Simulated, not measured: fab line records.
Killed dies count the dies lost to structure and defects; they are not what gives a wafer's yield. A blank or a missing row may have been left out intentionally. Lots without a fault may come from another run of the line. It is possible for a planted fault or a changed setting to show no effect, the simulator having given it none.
What tool caused it?	flow n5-finfet	72 wafers from 24 lots sampled at 6 of the route's 1938 steps

## WHAT THE GAUGES READ, wafer by wafer
N5_GATE_CUT_THK_MEAS_24.
lot	measured	on	GC_FILL_THK (nm)
L074	day 4 16:56	film-metro-01	222.4 223.0 220.0
L075	day 4 23:00	film-metro-02	217.9 221.0 220.1
L076	day 5 04:12	film-metro-02	219.4 219.1 221.5
L077	day 5 10:25	film-metro-02	221.4 219.9 224.2
L078	day 5 19:36	film-metro-01	217.4 219.9 220.0
L079	day 6 07:50	film-metro-02	220.0 221.3 222.1
L080	day 6 10:04	film-metro-01	216.8 219.9 223.1
L081	day 6 15:14	film-metro-01	218.8 217.8 221.4
L082	day 6 16:28	film-metro-02	217.3 220.5 221.8
L083	day 6 22:33	film-metro-02	220.2 221.5 223.1
L084	day 7 01:53	film-metro-01	219.4 218.7 222.0
L085	day 7 09:53	film-metro-01	218.9 219.3 220.2
L086	day 7 15:48	film-metro-01	219.0 222.2 221.6
L087	day 7 19:33	film-metro-01	219.6 223.9 222.2
L088	day 8 04:47	film-metro-01	219.8 219.9 221.4
L089	day 8 14:53	film-metro-01	217.3 218.2 220.3
L090	day 9 01:02	film-metro-02	219.3 220.5 219.3
L092	day 9 02:55	film-metro-01	218.6 221.1 222.4
L091	day 9 03:52	film-metro-01	221.0 216.0 220.3
L093	day 9 09:51	film-metro-02	218.1 217.8 218.6
L094	day 9 19:29	film-metro-02	219.8 223.1 222.4
L095	day 10 07:08	film-metro-02	220.7 216.8 223.4
L097	day 10 16:25	film-metro-01	218.6 219.6 220.9
L096	day 10 19:41	film-metro-02	219.6 221.1 222.7

N5_MOL_CONTACT_COAG_OVL_MEAS_09.
lot	measured	on	CA_OVL (nm)
L074	day 4 18:16	overlay-01	0.2 0.9 0.5
L075	day 5 00:13	overlay-01	0.2 0.9 0.7
L076	day 5 05:17	overlay-01	0.6 1.1 0.1
L077	day 5 11:29	overlay-02	1.0 0.2 0.9
L078	day 5 20:48	overlay-01	1.3 1.4 1.9
L079	day 6 09:02	overlay-01	1.1 1.5 0.0
L080	day 6 11:08	overlay-01	-0.2 -0.7 0.3
L081	day 6 16:26	overlay-02	0.3 0.8 0.1
L082	day 6 17:40	overlay-01	0.8 0.6 1.4
L083	day 6 23:37	overlay-02	-0.5 -1.2 0.0
L084	day 7 02:58	overlay-02	-1.1 -1.0 0.1
L085	day 7 10:58	overlay-02	0.4 0.5 0.3
L086	day 7 16:53	overlay-01	-0.6 1.3 0.6
L087	day 7 20:38	overlay-01	-0.2 0.8 -0.6
L088	day 8 05:51	overlay-02	-0.9 -0.9 0.4
L089	day 8 15:58	overlay-01	-0.1 -0.9 -0.2
L090	day 9 02:14	overlay-01	0.8 0.4 1.1
L092	day 9 04:07	overlay-01	0.6 0.0 0.0
L091	day 9 04:56	overlay-01	0.2 0.5 -0.4
L093	day 9 11:08	overlay-02	-0.1 -0.2 -0.8
L094	day 9 20:41	overlay-02	1.3 1.6 -0.2
L095	day 10 08:13	overlay-01	0.2 1.6 -0.3
L097	day 10 17:37	overlay-02	0.1 0.5 1.4
L096	day 10 20:45	overlay-02	0.0 0.7 0.2

N5_MOL_CONTACT_COAG_INSPECT_10: inspects for defects (brightfield).
lot	measured	on	raw-defect-count
L074	day 4 18:19	defect-inspect-01	20 47 64
L075	day 5 00:16	defect-inspect-02	78 29 111
L076	day 5 05:20	defect-inspect-02	56 81 72
L077	day 5 11:33	defect-inspect-01	63 76 82
L078	day 5 20:51	defect-inspect-02	55 96 90
L079	day 6 09:05	defect-inspect-02	55 56 75
L080	day 6 11:11	defect-inspect-01	116 125 202
L081	day 6 16:29	defect-inspect-02	72 80 90
L082	day 6 17:43	defect-inspect-01	68 51 88
L083	day 6 23:41	defect-inspect-02	98 39 49
L084	day 7 03:01	defect-inspect-01	58 60 46
L085	day 7 11:01	defect-inspect-02	87 71 104
L086	day 7 16:56	defect-inspect-01	86 75 99
L087	day 7 20:41	defect-inspect-01	40 40 52
L088	day 8 05:55	defect-inspect-01	76 95 69
L089	day 8 16:01	defect-inspect-01	71 53 70
L090	day 9 02:17	defect-inspect-02	112 148 129
L092	day 9 04:11	defect-inspect-02	32 37 56
L091	day 9 04:59	defect-inspect-01	32 44 39
L093	day 9 11:12	defect-inspect-02	53 50 30
L094	day 9 20:44	defect-inspect-02	131 94 120
L095	day 10 08:16	defect-inspect-02	112 50 39
L097	day 10 17:40	defect-inspect-01	53 47 67
L096	day 10 20:49	defect-inspect-01	30 49 60

## TOOL THAT RAN EACH LOT (tool first, then ch and the chambers of the sampled wafers, then the start)
lot	N5_HKMG_FIN_STRIP_90	N5_GATE_CUT_ETCHBACK_30	N5_GATE_CUT_VAPOR_ETCH_51
L074	rie-diel-03 ch 0,1,3, day 4 08:23	rie-metal-03 ch 0,1, day 4 10:40	rie-metal-03 ch 0,1, day 4 14:46
L075	rie-diel-06 ch 0,1, day 4 14:35	rie-metal-03 ch 0,1, day 4 16:48	rie-metal-02 ch 0,1, day 4 21:01
L076	rie-diel-02 ch 0,1, day 4 19:04	rie-metal-01 ch 1, day 4 21:14	rie-metal-01 ch 0,1, day 5 01:40
L077	rie-diel-03 ch 0,1, day 5 01:31	rie-metal-02 ch 0, day 5 04:01	rie-metal-02 ch 0, day 5 08:24
L078	rie-diel-02 ch 1,2, day 5 10:31	rie-metal-02 ch 0, day 5 12:54	rie-metal-02 ch 0, day 5 17:35
L079	rie-diel-02 ch 1,2,3, day 5 23:23	rie-metal-03 ch 0,1, day 6 01:38	rie-metal-01 ch 0,1, day 6 05:51
L080	rie-diel-02 ch 0,1,3, day 6 01:27	rie-metal-03 ch 0,1, day 6 03:53	rie-metal-03 ch 0,1, day 6 08:04
L081	rie-diel-06 ch 1,2,3, day 6 06:42	rie-metal-02 ch 0,1, day 6 08:52	rie-metal-03 ch 1, day 6 13:13
L082	rie-diel-06 ch 0,2,3, day 6 07:34	rie-metal-03 ch 0,1, day 6 09:44	rie-metal-03 ch 1, day 6 14:13
L083	rie-diel-06 ch 1,3, day 6 14:00	rie-metal-03 ch 1, day 6 16:23	rie-metal-02 ch 0,1, day 6 20:33
L084	rie-diel-02 ch 0,2,3, day 6 17:28	rie-metal-01 ch 0,1, day 6 19:39	rie-metal-02 ch 0,1, day 6 23:53
L085	rie-diel-06 ch 0,1,2, day 7 01:21	rie-metal-02 ch 0,1, day 7 03:32	rie-metal-02 ch 0,1, day 7 07:54
L086	rie-diel-02 ch 0,1, day 7 07:33	rie-metal-02 ch 0,1, day 7 09:44	rie-metal-01 ch 0,1, day 7 13:49
L087	rie-diel-02 ch 0,1,2, day 7 11:03	rie-metal-02 ch 0,1, day 7 13:14	rie-metal-01 ch 0,1, day 7 17:34
L088	rie-diel-02 ch 0,3, day 7 20:25	rie-metal-02 ch 0,1, day 7 22:35	rie-metal-02 ch 0, day 8 02:47
L089	rie-diel-03 ch 0,2,3, day 8 06:31	rie-metal-03 ch 0,1, day 8 08:41	rie-metal-01 ch 1, day 8 12:54
L090	rie-diel-03 ch 0,2,3, day 8 14:38	rie-metal-01 ch 0,1, day 8 16:49	rie-metal-03 ch 0,1, day 8 21:03
L092	rie-diel-03 ch 0,2,3, day 8 18:14	rie-metal-03 ch 0,1, day 8 20:25	rie-metal-03 ch 0,1, day 9 00:56
L091	rie-diel-03 ch 0,1,2, day 8 18:34	rie-metal-01 ch 0,1, day 8 20:46	rie-metal-03 ch 0,1, day 9 01:49
L093	rie-diel-06 ch 0,1,3, day 9 01:19	rie-metal-02 ch 0,1, day 9 03:29	rie-metal-03 ch 0,1, day 9 07:47
L094	rie-diel-02 ch 0,1, day 9 10:42	rie-metal-03 ch 0,1, day 9 12:55	rie-metal-02 ch 0,1, day 9 17:30
L095	rie-diel-02 ch 1,2,3, day 9 20:56	rie-metal-02 ch 0,1, day 9 23:17	rie-metal-02 ch 0,1, day 10 04:06
L097	rie-diel-06 ch 0,1,3, day 10 08:03	rie-metal-03 ch 0,1, day 10 10:13	rie-metal-02 ch 0,1, day 10 14:25
L096	rie-diel-02 ch 0,1,2, day 10 11:19	rie-metal-01 ch 0,1, day 10 13:29	rie-metal-03 ch 0,1, day 10 17:42
- N5_HKMG_FIN_STRIP_90: strips SOC in N2/H2, time 20 s.
- N5_GATE_CUT_ETCHBACK_30: etches TiN in Cl2/Ar, target depth 3 nm.
- N5_GATE_CUT_VAPOR_ETCH_51: etches HfO2 in BCl3/Cl2.

## WHAT THE TOOLS THEMSELVES READ (means of the sampled wafers that have a number; where no wafer has one, the mark that the record gives instead)
N5_HKMG_FIN_STRIP_90.
lot	tool	drypump-motor-current-A (A)	h2-flow-sccm (sccm)	oes-product-au (a.u.)	rf-vpp-V (V)	showerhead-plenum-p-Torr (Torr)	temp-c (C)	throttle-valve-pct (%)
L074	rie-diel-03	5.9	300.3	0.88	54.1	3.46	39.95	18.7
L075	rie-diel-06	5.8	300.8	0.87	54.2	3.27	40.06	18.7
L076	rie-diel-02	5.2	299.9	0.86	54.4	3.32	39.96	19.1
L077	rie-diel-03	5.9	300.2	0.91	55.2	3.48	40.00	18.5
L078	rie-diel-02	5.1	299.3	0.96	54.5	3.31	40.02	19.4
L079	rie-diel-02	5.2	300.1	0.88	54.2	3.37	39.96	19.1
L080	rie-diel-02	5.3	300.3	0.80	55.3	3.39	40.04	19.0
L081	rie-diel-06	5.6	299.9	0.80	54.2	3.29	39.91	19.0
L082	rie-diel-06	6.1	300.4	0.85	53.6	3.32	39.90	18.9
L083	rie-diel-06	6.0	299.7	0.80	54.9	3.34	40.06	19.3
L084	rie-diel-02	5.3	299.7	0.82	54.7	3.39	39.99	19.2
L085	rie-diel-06	5.5	300.6	0.82	53.3	3.25	40.00	18.7
L086	rie-diel-02	5.2	300.2	0.80	53.9	3.31	39.95	19.2
L087	rie-diel-02	5.2	300.7	0.83	53.9	3.32	39.99	19.4
L088	rie-diel-02	5.4	300.5	0.73	54.1	3.41	40.02	19.1
L089	rie-diel-03	5.7	299.2	0.83	55.1	3.44	40.01	18.6
L090	rie-diel-03	5.7	299.3	0.83	54.8	3.43	39.99	18.6
L092	rie-diel-03	5.7	300.0	0.82	56.0	3.43	39.95	18.6
L091	rie-diel-03	5.7	299.9	0.86	54.7	3.45	39.81	18.4
L093	rie-diel-06	5.9	300.2	0.79	53.8	3.29	40.02	19.1
L094	rie-diel-02	5.3	300.8	0.75	54.0	3.33	40.01	19.3
L095	rie-diel-02	5.2	300.0	0.82	53.6	3.35	40.00	19.2
L097	rie-diel-06	5.9	300.5	0.78	53.8	3.28	39.95	19.1
L096	rie-diel-02	5.2	299.7	0.80	53.7	3.31	39.98	19.4

N5_GATE_CUT_ETCHBACK_30.
lot	tool	drypump-motor-current-A (A)	oes-product-au (a.u.)	throttle-valve-pct (%)
L074	rie-metal-03	5.0	0.79	20.77
L075	rie-metal-03	5.1	0.78	20.77
L076	rie-metal-01	5.8	0.67	21.01
L077	rie-metal-02	6.1	0.76	20.91
L078	rie-metal-02	6.1	0.75	20.92
L079	rie-metal-03	5.1	0.77	20.78
L080	rie-metal-03	5.1	0.77	20.79
L081	rie-metal-02	5.8	0.90	20.83
L082	rie-metal-03	5.5	0.75	20.66
L083	rie-metal-03	5.9	0.71	20.55
L084	rie-metal-01	5.9	0.74	20.91
L085	rie-metal-02	5.9	0.82	20.87
L086	rie-metal-02	5.8	0.90	20.83
L087	rie-metal-02	5.8	0.89	20.84
L088	rie-metal-02	5.8	0.87	20.85
L089	rie-metal-03	5.5	0.73	20.68
L090	rie-metal-01	5.9	0.74	20.92
L092	rie-metal-03	5.0	0.77	20.78
L091	rie-metal-01	6.1	0.81	20.82
L093	rie-metal-02	5.8	0.86	20.86
L094	rie-metal-03	5.1	0.75	20.80
L095	rie-metal-02	5.9	0.79	20.88
L097	rie-metal-03	5.0	0.75	20.80
L096	rie-metal-01	5.9	0.72	20.94

N5_GATE_CUT_VAPOR_ETCH_51.
lot	tool	drypump-motor-current-A (A)	oes-product-au (a.u.)
L074	rie-metal-03	5.0	0.78
L075	rie-metal-02	5.9	0.71
L076	rie-metal-01	5.9	0.77
L077	rie-metal-02	6.1	0.76
L078	rie-metal-02	6.1	0.76
L079	rie-metal-01	6.1	0.85
L080	rie-metal-03	5.0	0.78
L081	rie-metal-03	5.9	0.70
L082	rie-metal-03	5.9	0.70
L083	rie-metal-02	5.8	0.90
L084	rie-metal-02	5.8	0.89
L085	rie-metal-02	5.8	0.89
L086	rie-metal-01	5.9	0.74
L087	rie-metal-01	5.9	0.74
L088	rie-metal-02	6.1	0.75
L089	rie-metal-01	5.8	0.65
L090	rie-metal-03	5.5	0.73
L092	rie-metal-03	5.5	0.73
L091	rie-metal-03	5.0	0.76
L093	rie-metal-03	5.5	0.73
L094	rie-metal-02	5.8	0.85
L095	rie-metal-02	5.9	0.80
L097	rie-metal-02	5.8	0.85
L096	rie-metal-03	5.0	0.75

## THE ANSWER, worked out from the rows above alone
Rule: what is usual is taken from the lots themselves. The widest of any qualifying gaps counts: lots, ordered by their means at a reading, are off when they make up no more than a third of the lots, leave a main group of 4 or more, and stand apart from it by 3 or more times the standard deviation of that group's means. A main group whose means are all the same, to the digits that the tables above print for the reading, isn't used. A lot without any number at a reading at which 4 lots or more have one is off too. The other lots that the step has rows for count as sound. After the gauges, taken in route order, come the tools' own readings; for these a lot's mean is taken, as printed above. The first step at which some lot is off is used, and at that step the reading that is off furthest; a lot without a number counts as furthest.
Nothing can be told from this: no lot is off at any reading shown.

## WHAT THE SIMULATOR HAD INSERTED
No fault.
